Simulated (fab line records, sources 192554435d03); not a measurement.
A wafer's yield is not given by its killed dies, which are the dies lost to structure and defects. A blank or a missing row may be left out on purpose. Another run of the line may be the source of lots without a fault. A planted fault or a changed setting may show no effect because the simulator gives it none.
Struck lot and sound lot, side by side	flow n5Finfet	36 steps out of a route of 1938
Sound: these wafers, L973.1, L973.3, L973.5. Struck: wafer L980.2; the same lot's L980.5 was not struck, so it is left out; see the end for the cause.
For every step that has rows: the tool of each side, followed by ch and its chambers, followed by its first start. Under that, the readings that differ: sound wafers	struck wafers	difference of the means	sigmas: that difference in standard deviations of wafers without a fault.
alike: same words and numbers on both sides, and readings whose means sit less than 2 such deviations apart. not compared: any withheld reading, any reading some wafer has no value for, any bound like >300 that may hide the same value, and any number with overlapping values for which the record gives no deviation.
The two part at a step that has a row with sigmas, a row that says differs or no value, or rows on one side only. Non-overlapping numbers with no deviation appear without sigmas and do not part them. A reading missing from all wafers of one side parts the sides only when that side holds two or more wafers.

first, 9 steps without rows for these wafers: N5_BEOL_M7_COAT_60 (time 60 s, resist thk 35 nm); N5_BEOL_M7_COAT_05 (resist thk 90 nm); N5_BEOL_M7_EBR_07; N5_BEOL_M7_SOFTBAKE_06 (time 60 s); N5_BEOL_M7_EXPOSE_08 (exposes mask M7); N5_BEOL_M7_PEB_09 (peb time 60 s); N5_BEOL_M7_DEVELOP_10 (develop time 30 s); N5_BEOL_M7_DESCUM_16 (chemistry O2, time 7.9 s); N5_BEOL_M7_ETCH_61 (etches SiARC in CF4, target depth 45.5 nm, time 75.8 s).
N5_BEOL_M7_ETCH_62: etches SOC in N2/H2, target depth 110 nm, overetch 22 nm, time 165 s.
  sound on rieDiel-01 ch 0,1,3, day 10 23:34; struck on rieDiel-03 ch 1, day 13 05:37
reading	sound	struck	difference	sigmas
rfVppV (V)	527.5 520.2 526.4	519.5	-5.2	-2
model.SiARC_of_BEOL_M7_COAT_60.thkNm (nm)	27.8 28.6 28.4	29.8	+1.5	
  alike: drypumpMotorCurrentA, oesProductAu, showerheadPlenumPTorr, throttleValvePct
  not compared: rfHoursCounterH
then, 25 steps without rows for these wafers: N5_BEOL_M7_STRIP_68 (strips in N2/H2); N5_BEOL_M7_STRIP_67 (strips in CF4); N5_BEOL_M7_HM_OPEN_17 (chemistry Cl2/BCl3, target TiN, target depth 20 nm, overetch 6 nm); N5_BEOL_M7_STRIP_19 (strips in O2); N5_BEOL_M7_COAT_63 (time 60 s, resist thk 60 nm); N5_BEOL_M7_COAT_64 (time 60 s, resist thk 12 nm); N5_BEOL_M7_COAT_71 (time 60 s, resist thk 5 nm); N5_BEOL_M7_COAT_22 (resist thk 30 nm); N5_BEOL_M7_EBR_24; N5_BEOL_M7_SOFTBAKE_23 (time 60 s); N5_BEOL_M7_EXPOSE_25 (exposes mask V6, target cd 40 nm); N5_BEOL_M7_PEB_26 (peb time 60 s); N5_BEOL_M7_DEVELOP_27 (develop time 30 s); N5_BEOL_M7_DESCUM_33 (chemistry O2, time 7 s); N5_BEOL_M7_ETCH_72 (etches underlayer in N2/H2, target depth 6.5 nm, time 5.2 s); N5_BEOL_M7_ETCH_65 (etches SiARC in CF4, target depth 15.6 nm, time 26 s); N5_BEOL_M7_ETCH_66 (etches SOC in N2/H2, target depth 80 nm, overetch 16 nm, time 120 s); N5_BEOL_M7_STRIP_69 (strips in N2/H2); N5_BEOL_M7_STRIP_73 (strips in N2/H2); N5_BEOL_M7_VIA_ETCH_34 (etches SiCOH lowk in C4F6/O2, target depth 125.5 nm, time 50.5 s); N5_BEOL_M7_STRIP_76 (strips in C4F6/O2); N5_BEOL_M7_STRIP_36 (strips in N2/H2); N5_BEOL_M7_TRENCH_ETCH_37 (etches SiCOH lowk in C4F6/O2, target depth 93.478 nm, time 31.2 s); N5_BEOL_M7_ETCH_41 (etches SiCN in CH3F/O2, target depth 31.9 nm, time 57.8 s); N5_BEOL_M7_STRIP_80 (strips in N2/H2, time 10 s).
-- record jumps: 4 days separate the struck wafers' starts on either side; left off in module BEOL_M7, taken up again in module PASSIVATION, whose first shown step is the route's number 1936 --
N5_PASSIVATION_PROBE_49:
  rows exist in the record for the struck wafers here (prober-02, day 17 06:14), but not for the sound ones

WHERE THEY PART
At N5_BEOL_M7_ETCH_62 first; at N5_PASSIVATION_PROBE_49 last (within this record only).

WHY: what the simulator had put in
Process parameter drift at N5_BEOL_M7_ETCH_62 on rieDiel-03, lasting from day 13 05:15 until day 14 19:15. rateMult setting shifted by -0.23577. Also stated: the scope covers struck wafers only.
